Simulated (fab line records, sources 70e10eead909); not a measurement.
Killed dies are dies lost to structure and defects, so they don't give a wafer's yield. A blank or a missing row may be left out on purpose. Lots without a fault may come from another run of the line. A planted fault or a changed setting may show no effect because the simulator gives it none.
A struck lot beside a sound one | flow nand_harc | 16 steps out of a route of 1302
Sound: wafers L714.2, L714.5, L714.6. Struck: wafer L725.1. (L725.4 of the same lot was not struck and is left out.) The cause comes at the end.
At each step with rows: each side's tool, then ch and its chambers, then its first start. Under that, the readings that differ: sound wafers | struck wafers | difference of the means | sigmas: that difference in standard deviations of wafers without a fault.
alike: readings whose means differ by less than 2 such deviations, and words and numbers that are the same on both sides. not compared: withheld readings, readings that some wafer has no value for, bounds like >300 that may hide the same value, and numbers for which the record gives no deviation and whose values overlap.
The two part at a step that has a row with sigmas, a row that says differs or no value, or rows on one side only. Numbers that don't overlap but have no deviation are shown without sigmas and don't part them. A reading that every wafer of one side lacks parts them only if that side has two wafers or more.

NHARC_A_M1_ETCH_35: etches the open film in N2/H2, target depth 40 nm, overetch 12 nm, time 43.94 s.
  sound on rie_diel-07 ch 1,2, day 23 10:59; struck on rie_diel-01 ch 1, day 27 20:49
  reading                         | sound             | struck | difference | sigmas
  drypump_motor_current_A (A)     | 6.5 6.4 6.4       | 5.1    | -1.3       | -3
  rf_vpp_V (V)                    | 431.8 429.8 432.3 | 426.0  | -5.3       | -2
  showerhead_plenum_p_Torr (Torr) | 2.10 1.98 2.10    | 1.90   | -0.16      | -2
  alike: oes_product_au, rf_fwd_power_W, throttle_valve_pct
  not compared: rf_hours_counter_h
then, 1 step without rows for these wafers: NHARC_A_M1_ETCH_15 (etches the open film in C4F8/Ar, target depth 182.5 nm, time 91.2 s).
NHARC_A_M1_CD_MEAS_16:
  sound on cd_sem-02, day 23 11:12; struck on cd_sem-02, day 27 21:01
  alike: cd_nm
then, 1 step without rows for these wafers: NHARC_A_M1_STRIP_18 (strips in N2/H2).
NHARC_A_M1_ETCH_28: etches the open film in CF4/N2, target depth 30 nm, time 72.99 s.
  sound on rie_diel-01 ch 0,1,3; struck on rie_diel-01 ch 0
  alike: drypump_motor_current_A, oes_product_au, rf_fwd_power_W, rf_vpp_V, showerhead_plenum_p_Torr, throttle_valve_pct
  not compared: rf_hours_counter_h
then, 2 steps without rows for these wafers: NHARC_A_M1_STRIP_19 (strips in post etch residue remover, time 600 s); NHARC_A_M1_DEGAS_29 (time 60 s).
NHARC_A_M1_PRE_CLEAN_30: time 30 s.
  sound on pvd_sputter-02; struck on pvd_sputter-01
  alike: heater_power_w
NHARC_A_M1_PVD_20: deposits TaN, target thk 5 nm, time 8.06 s.
  sound on pvd_sputter-02; struck on pvd_sputter-01
  alike: bias_v, throttle_valve_pct
then, 2 steps without rows for these wafers: NHARC_A_M1_PVD_21 (deposits Cu, target thk 30 nm, time 20.49 s); NHARC_A_M1_ECD_22 (material Cu, target thk 400 nm).
NHARC_A_M1_ANNEAL_31: time 90 s.
  sound on rtp_anneal-01 ch 0, day 23 12:43; struck on rtp_anneal-01 ch 0, day 27 22:29
  alike: anneal_temp_c_max, wafer_temp_C_max
NHARC_A_M1_CMP_23: polishes, t overpolish 20 s, target thk 154.34 nm.
  sound on cmp-02 ch 0,2,3, day 23 13:04; struck on cmp-02 ch 0, day 27 22:51
  reading                | sound          | struck | difference | sigmas
  time_to_endpoint_s (s) | 27.5 25.8 32.9 | 13.8   | -14.9      | -6
  alike: motor_current_A, retaining_ring_pressure_frac
NHARC_A_M1_THK_MEAS_24: measures by xrf.
  sound on film_metro-01, day 23 13:19; struck on film_metro-02, day 27 23:08
  reading     | sound             | struck | difference | sigmas
  thk_nm (nm) | 155.5 153.4 156.8 | 147.2  | -8.0       | -6
then, 1 step without rows for these wafers: NHARC_A_M1_SRD_25.
NHARC_END_SORT_01:
  the record has rows for the sound wafers here (prober-01 ch 0, day 24 21:26) and none for the struck ones

WHERE THEY PART
First at NHARC_A_M1_ETCH_35; last, within this record, at NHARC_END_SORT_01.

WHY: what the simulator had put in
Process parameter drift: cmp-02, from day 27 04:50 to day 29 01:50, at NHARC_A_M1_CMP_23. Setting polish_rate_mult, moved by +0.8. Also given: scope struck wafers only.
